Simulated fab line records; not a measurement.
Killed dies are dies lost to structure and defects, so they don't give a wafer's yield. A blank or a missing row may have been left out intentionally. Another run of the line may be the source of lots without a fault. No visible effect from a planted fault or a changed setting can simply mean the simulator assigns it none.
Which of the tools did it? :: flow nand-harc :: 12 lots with 36 wafers sampled at 5 steps, on a route of 1159 steps

## WHAT THE GAUGES SHOWED, per wafer
NHARC_P_GATE_INSPECT_68.
lot: L110
measured: day 5 15:47
on: defect-inspect-02
raw-defect-count: 179 180 181

lot: L112
measured: day 5 19:26
on: defect-inspect-01
raw-defect-count: 177 292 87

lot: L115
measured: day 6 19:25
on: defect-inspect-02
raw-defect-count: 189 274 352

lot: L120
measured: day 8 00:08
on: defect-inspect-01
raw-defect-count: 264 169 241

lot: L122
measured: day 8 17:25
on: defect-inspect-01
raw-defect-count: 196 288 263

lot: L123
measured: day 8 17:40
on: defect-inspect-01
raw-defect-count: 209 194 168

lot: L125
measured: day 9 08:46
on: defect-inspect-02
raw-defect-count: 172 339 228

lot: L127
measured: day 9 19:58
on: defect-inspect-02
raw-defect-count: 153 209 248

lot: L130
measured: day 10 09:32
on: defect-inspect-02
raw-defect-count: 295 328 231

lot: L131
measured: day 10 19:53
on: defect-inspect-01
raw-defect-count: 99 139 232

lot: L132
measured: day 10 23:19
on: defect-inspect-01
raw-defect-count: 355 180 149

lot: L133
measured: day 11 00:01
on: defect-inspect-02
raw-defect-count: 276 248 381

NHARC_END_SORT_01.
lot: L120
measured: day 21 12:00
on: prober-02
killed-at-array: 37 27 36
killed-at-other: 1 1 0
killed-at-periphery: 7 649 7
killed-dies: 45 677 43
killed-open: 7 3 2
killed-short: 2 0 2

## EACH LOT AND THE TOOL THAT RAN IT (in order: tool; ch and the chambers of the sampled wafers; start)
lot: L110
NHARC_P_GATE_RTA_82: rtp-anneal-02 ch 0, day 5 15:37
NHARC_P_CONTACT_ETCH_18: rie-diel-10 ch 1,2,3, day 5 18:05
NHARC_P_CONTACT_ETCH_31: rie-diel-10 ch 0,2,3, no start

lot: L112
NHARC_P_GATE_RTA_82: rtp-anneal-02 ch 0, day 5 19:19
NHARC_P_CONTACT_ETCH_18: rie-diel-02 ch 0,2,3, day 5 21:46
NHARC_P_CONTACT_ETCH_31: rie-diel-02 ch 0,1, no start

lot: L115
NHARC_P_GATE_RTA_82: rtp-anneal-02 ch 0, day 6 19:19
NHARC_P_CONTACT_ETCH_18: rie-diel-10 ch 2,3, day 6 21:40
NHARC_P_CONTACT_ETCH_31: rie-diel-10 ch 0,1,3, no start

lot: L120
NHARC_P_GATE_RTA_82: rtp-anneal-01 ch 0, day 7 23:56
NHARC_P_CONTACT_ETCH_18: rie-diel-10 ch 0,2,3, day 8 02:24
NHARC_P_CONTACT_ETCH_31: rie-diel-10 ch 0,1,3, day 21 12:00 or earlier

lot: L122
NHARC_P_GATE_RTA_82: rtp-anneal-01 ch 0, day 8 17:16
NHARC_P_CONTACT_ETCH_18: rie-diel-02 ch 1,2, day 8 19:40
NHARC_P_CONTACT_ETCH_31: rie-diel-02 ch 1,3, no start

lot: L123
NHARC_P_GATE_RTA_82: rtp-anneal-01 ch 0, day 8 17:28
NHARC_P_CONTACT_ETCH_18: rie-diel-04 ch 2,3, day 8 20:06
NHARC_P_CONTACT_ETCH_31: rie-diel-04 ch 0,3, no start

lot: L125
NHARC_P_GATE_RTA_82: rtp-anneal-02 ch 0, day 9 08:34
NHARC_P_CONTACT_ETCH_18: rie-diel-04 ch 0,3, day 9 11:09
NHARC_P_CONTACT_ETCH_31: rie-diel-04 ch 0,1, no start

lot: L127
NHARC_P_GATE_RTA_82: rtp-anneal-01 ch 0, day 9 19:46
NHARC_P_CONTACT_ETCH_18: rie-diel-02 ch 2,3, day 9 22:44
NHARC_P_CONTACT_ETCH_31: rie-diel-02 ch 1,2,3, no start

lot: L130
NHARC_P_GATE_RTA_82: rtp-anneal-02 ch 0, day 10 09:22
NHARC_P_CONTACT_ETCH_18: rie-diel-02 ch 1,2,3, day 10 12:00
NHARC_P_CONTACT_ETCH_31: rie-diel-02 ch 1,2,3, no start

lot: L131
NHARC_P_GATE_RTA_82: rtp-anneal-02 ch 0, day 10 19:40
NHARC_P_CONTACT_ETCH_18: rie-diel-10 ch 0,1, day 10 22:12
NHARC_P_CONTACT_ETCH_31: rie-diel-10 ch 0,1,2, no start

lot: L132
NHARC_P_GATE_RTA_82: rtp-anneal-01 ch 0, day 10 23:08
NHARC_P_CONTACT_ETCH_18: rie-diel-02 ch 2,3, day 11 02:42
NHARC_P_CONTACT_ETCH_31: rie-diel-02 ch 1,2, no start

lot: L133
NHARC_P_GATE_RTA_82: rtp-anneal-01 ch 0, day 10 23:49
NHARC_P_CONTACT_ETCH_18: rie-diel-10 ch 1,2,3, day 11 02:25
NHARC_P_CONTACT_ETCH_31: rie-diel-10 ch 0,1,2, no start
- NHARC_P_GATE_RTA_82: time 30 s.
- NHARC_P_CONTACT_ETCH_18: etches the open film in C4F8/O2/Ar, target depth 481 nm, time 240.5 s.
- NHARC_P_CONTACT_ETCH_31: etches the open film in CH3F/O2, target depth 30 nm, time 85.7 s.

## WHAT THE TOOLS THEMSELVES READ (means of the sampled wafers that have a number; where no wafer has one, the mark that the record gives instead)
NHARC_P_GATE_RTA_82.
lot: L110
tool: rtp-anneal-02
lamp-power-pct (%): 4.29
lamp_zone_4_pct (%): 4.29
wafer_temp_C_max: 452.9

lot: L112
tool: rtp-anneal-02
lamp-power-pct (%): 4.29
lamp_zone_4_pct (%): 4.29
wafer_temp_C_max: 452.3

lot: L115
tool: rtp-anneal-02
lamp-power-pct (%): 4.29
lamp_zone_4_pct (%): 4.29
wafer_temp_C_max: 452.0

lot: L120
tool: rtp-anneal-01
lamp-power-pct (%): 4.09
lamp_zone_4_pct (%): 4.09
wafer_temp_C_max: 452.6

lot: L122
tool: rtp-anneal-01
lamp-power-pct (%): 4.09
lamp_zone_4_pct (%): 4.10
wafer_temp_C_max: 453.2

lot: L123
tool: rtp-anneal-01
lamp-power-pct (%): 4.09
lamp_zone_4_pct (%): 4.09
wafer_temp_C_max: 452.9

lot: L125
tool: rtp-anneal-02
lamp-power-pct (%): 4.29
lamp_zone_4_pct (%): 4.30
wafer_temp_C_max: 452.9

lot: L127
tool: rtp-anneal-01
lamp-power-pct (%): 4.09
lamp_zone_4_pct (%): 4.09
wafer_temp_C_max: 452.6

lot: L130
tool: rtp-anneal-02
lamp-power-pct (%): 4.30
lamp_zone_4_pct (%): 4.29
wafer_temp_C_max: 452.4

lot: L131
tool: rtp-anneal-02
lamp-power-pct (%): 4.29
lamp_zone_4_pct (%): 4.29
wafer_temp_C_max: 452.5

lot: L132
tool: rtp-anneal-01
lamp-power-pct (%): 4.09
lamp_zone_4_pct (%): 4.09
wafer_temp_C_max: 451.9

lot: L133
tool: rtp-anneal-01
lamp-power-pct (%): 4.10
lamp_zone_4_pct (%): 4.10
wafer_temp_C_max: 452.4

NHARC_P_CONTACT_ETCH_18.
lot: L110
tool: rie-diel-10
oes-product-au (a.u.): 0.943
rf-vpp-V (V): 983.2
run-length-s (s): 261.9

lot: L112
tool: rie-diel-02
oes-product-au (a.u.): 0.967
rf-vpp-V (V): 983.3
run-length-s (s): 261.5

lot: L115
tool: rie-diel-10
oes-product-au (a.u.): 0.980
rf-vpp-V (V): 985.6
run-length-s (s): 261.7

lot: L120
tool: rie-diel-10
oes-product-au (a.u.): 0.977
rf-vpp-V (V): 983.3
run-length-s (s): 243.6

lot: L122
tool: rie-diel-02
oes-product-au (a.u.): 0.937
rf-vpp-V (V): 983.1
run-length-s (s): 261.4

lot: L123
tool: rie-diel-04
oes-product-au (a.u.): 0.960
rf-vpp-V (V): 980.6
run-length-s (s): 262.4

lot: L125
tool: rie-diel-04
oes-product-au (a.u.): 0.949
rf-vpp-V (V): 981.7
run-length-s (s): 261.4

lot: L127
tool: rie-diel-02
oes-product-au (a.u.): 0.959
rf-vpp-V (V): 984.2
run-length-s (s): 261.5

lot: L130
tool: rie-diel-02
oes-product-au (a.u.): 0.949
rf-vpp-V (V): 984.0
run-length-s (s): 261.4

lot: L131
tool: rie-diel-10
oes-product-au (a.u.): 0.922
rf-vpp-V (V): 979.8
run-length-s (s): 262.2

lot: L132
tool: rie-diel-02
oes-product-au (a.u.): 0.967
rf-vpp-V (V): 982.9
run-length-s (s): 261.5

lot: L133
tool: rie-diel-10
oes-product-au (a.u.): 0.964
rf-vpp-V (V): 982.4
run-length-s (s): 261.7

NHARC_P_CONTACT_ETCH_31.
lot: L110
tool: rie-diel-10
drypump-motor-current-A (A): 5.71
mfc-ar-sccm (sccm): 199.6
oes-product-au (a.u.): 0.984
rf-vpp-V (V): 245.2
run-length-s (s): 106.7
showerhead-plenum-p-Torr (Torr): 2.55
throttle-valve-pct (%): 20.664

lot: L112
tool: rie-diel-02
drypump-motor-current-A (A): 6.01
mfc-ar-sccm (sccm): 200.3
oes-product-au (a.u.): 0.990
rf-vpp-V (V): 246.1
run-length-s (s): 106.4
showerhead-plenum-p-Torr (Torr): 2.52
throttle-valve-pct (%): 20.664

lot: L115
tool: rie-diel-10
drypump-motor-current-A (A): 5.66
mfc-ar-sccm (sccm): 199.9
oes-product-au (a.u.): 0.989
rf-vpp-V (V): 245.4
run-length-s (s): 107.3
showerhead-plenum-p-Torr (Torr): 2.55
throttle-valve-pct (%): 20.663

lot: L120
tool: rie-diel-10
drypump-motor-current-A (A): 5.66
mfc-ar-sccm (sccm): 200.2
oes-product-au (a.u.): 0.995
rf-vpp-V (V): 246.0
run-length-s (s): 107.2
showerhead-plenum-p-Torr (Torr): 2.54
throttle-valve-pct (%): 20.661

lot: L122
tool: rie-diel-02
drypump-motor-current-A (A): 5.87
mfc-ar-sccm (sccm): 200.2
oes-product-au (a.u.): 0.962
rf-vpp-V (V): 245.2
run-length-s (s): 106.5
showerhead-plenum-p-Torr (Torr): 2.57
throttle-valve-pct (%): 20.663

lot: L123
tool: rie-diel-04
drypump-motor-current-A (A): 5.85
mfc-ar-sccm (sccm): 200.4
oes-product-au (a.u.): 0.991
rf-vpp-V (V): 245.0
run-length-s (s): 106.7
showerhead-plenum-p-Torr (Torr): 2.53
throttle-valve-pct (%): 20.671

lot: L125
tool: rie-diel-04
drypump-motor-current-A (A): 5.36
mfc-ar-sccm (sccm): 199.9
oes-product-au (a.u.): 0.988
rf-vpp-V (V): 246.3
run-length-s (s): 107.2
showerhead-plenum-p-Torr (Torr): 2.57
throttle-valve-pct (%): 20.657

lot: L127
tool: rie-diel-02
drypump-motor-current-A (A): 5.90
mfc-ar-sccm (sccm): 199.8
oes-product-au (a.u.): 0.982
rf-vpp-V (V): 245.6
run-length-s (s): 106.6
showerhead-plenum-p-Torr (Torr): 2.56
throttle-valve-pct (%): 20.657

lot: L130
tool: rie-diel-02
drypump-motor-current-A (A): 5.89
mfc-ar-sccm (sccm): 199.9
oes-product-au (a.u.): 0.981
rf-vpp-V (V): 246.3
run-length-s (s): 106.8
showerhead-plenum-p-Torr (Torr): 2.56
throttle-valve-pct (%): 20.659

lot: L131
tool: rie-diel-10
drypump-motor-current-A (A): 5.55
mfc-ar-sccm (sccm): 200.0
oes-product-au (a.u.): 0.967
rf-vpp-V (V): 244.9
run-length-s (s): 107.0
showerhead-plenum-p-Torr (Torr): 2.49
throttle-valve-pct (%): 20.660

lot: L132
tool: rie-diel-02
drypump-motor-current-A (A): 5.91
mfc-ar-sccm (sccm): 199.7
oes-product-au (a.u.): 0.993
rf-vpp-V (V): 245.7
run-length-s (s): 106.8
showerhead-plenum-p-Torr (Torr): 2.55
throttle-valve-pct (%): 20.654

lot: L133
tool: rie-diel-10
drypump-motor-current-A (A): 5.55
mfc-ar-sccm (sccm): 200.0
oes-product-au (a.u.): 0.978
rf-vpp-V (V): 245.4
run-length-s (s): 107.1
showerhead-plenum-p-Torr (Torr): 2.49
throttle-valve-pct (%): 20.659

## THE ANSWER, worked out from the rows above alone
Rule: what is usual is taken from the lots themselves. The widest of any qualifying gaps counts: lots, ordered by their means at a reading, are off when they make up no more than a third of the lots, leave a main group of 4 or more, and stand apart from it by 3 or more times the standard deviation of that group's means. A main group whose means are all the same, to the digits that the tables above print for the reading, isn't used. A lot without any number at a reading at which 4 lots or more have one is off too. The other lots that the step has rows for count as sound. Order of review: gauges by route order, followed by the tools' own readings, for which a lot's mean as printed above is used. The first step at which some lot is off is used, and at that step the reading that is off furthest; a lot without a number counts as furthest.
Off: L120, at NHARC_P_CONTACT_ETCH_18 (run-length-s). Main group: mean 261.7 s, sd 0.33.
A tool fits if, at that step or a process step before it, it ran every lot that is off, and no sound lot after the first of them. Not one of the candidates tried fits.

## WHAT THE SIMULATOR HAD INSERTED
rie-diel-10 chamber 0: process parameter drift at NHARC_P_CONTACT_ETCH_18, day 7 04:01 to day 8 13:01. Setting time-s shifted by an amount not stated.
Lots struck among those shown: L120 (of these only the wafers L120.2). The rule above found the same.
